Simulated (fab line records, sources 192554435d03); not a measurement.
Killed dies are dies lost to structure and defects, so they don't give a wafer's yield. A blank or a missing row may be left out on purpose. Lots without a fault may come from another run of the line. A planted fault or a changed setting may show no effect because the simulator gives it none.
One fault seen from 3 desks | flow n5_finfet | each desk has only its own numbers; what lay behind them comes last

THE DEFECT DESK
What the inspections along the route counted, lot by lot: means of the sampled wafers that have a number. A lot is out of limits, marked OUT, if its mean lies more than 4 standard deviations from the usual mean; the brackets give that distance.
Columns: A = raw_defect_count at N5_BEOL_M10_INSPECT_13, usual 456
lot  | first seen here | A
L624 | day 10 22:50    | 595
L625 | day 11 02:30    | 466
L631 | day 13 03:30    | 424
L632 | day 13 20:28    | 547
L636 | day 13 23:28    | 437
L640 | day 15 06:00    | 439
This desk's finding: nothing out of limits on any of the 6 lots.

THE TOOL OWNER'S DESK: rie_diel-05
The tool's own readings at N5_BEOL_M10_DESCUM_16 (chemistry O2, time 7.9 s): means of the sampled wafers that have a number, for each lot that ran on this tool. A lot is out of limits, marked OUT, if its mean lies more than 4 standard deviations from the usual mean; the brackets give that distance.
Columns: A = drypump_motor_current_A at N5_BEOL_M10_DESCUM_16, usual 5.8 A; B = oes_product_au at N5_BEOL_M10_DESCUM_16, usual 0.78 a.u.; C = rf_vpp_V at N5_BEOL_M10_DESCUM_16, usual 243.2 V; D = showerhead_plenum_p_Torr at N5_BEOL_M10_DESCUM_16, usual 2.10 Torr; E = throttle_valve_pct at N5_BEOL_M10_DESCUM_16, usual 20.34 %
lot  | first seen here | A   | B    | C     | D    | E
L625 | day 11 02:38    | 6.0 | 0.70 | 243.1 | 2.07 | 20.58
L631 | day 13 03:32    | 5.9 | 0.85 | 243.3 | 2.09 | 20.34
L632 | day 13 20:31    | 5.9 | 0.75 | 243.1 | 2.05 | 20.48
This desk's finding: nothing out of limits on any of the 3 lots.

THE METROLOGY DESK
What the gauges read, lot by lot, whatever tool the lot ran on: means of the sampled wafers that have a number. A lot is out of limits, marked OUT, if its mean lies more than 4 standard deviations from the usual mean; the brackets give that distance.
Columns: A = cd_nm at N5_BEOL_M10_CD_MEAS_11, usual 64.0 nm; B = M10_OVL at N5_BEOL_M10_OVL_MEAS_12, usual -0.3 nm
lot  | first seen here | A    | B
L624 | day 10 22:47    | 63.9 | -0.1
L625 | day 11 02:27    | 63.8 | 0.1
L631 | day 13 03:27    | 63.2 | -0.8
L632 | day 13 20:25    | 64.0 | -0.3
L636 | day 13 23:25    | 64.1 | -0.5
L640 | day 15 05:57    | 64.5 | -0.7
This desk's finding: nothing out of limits on any of the 6 lots.

PUT TOGETHER
The defect desk saw nothing out of limits.
The tool owner's desk saw nothing out of limits.
The metrology desk saw nothing out of limits.

WHAT THE SIMULATOR HAD PUT IN
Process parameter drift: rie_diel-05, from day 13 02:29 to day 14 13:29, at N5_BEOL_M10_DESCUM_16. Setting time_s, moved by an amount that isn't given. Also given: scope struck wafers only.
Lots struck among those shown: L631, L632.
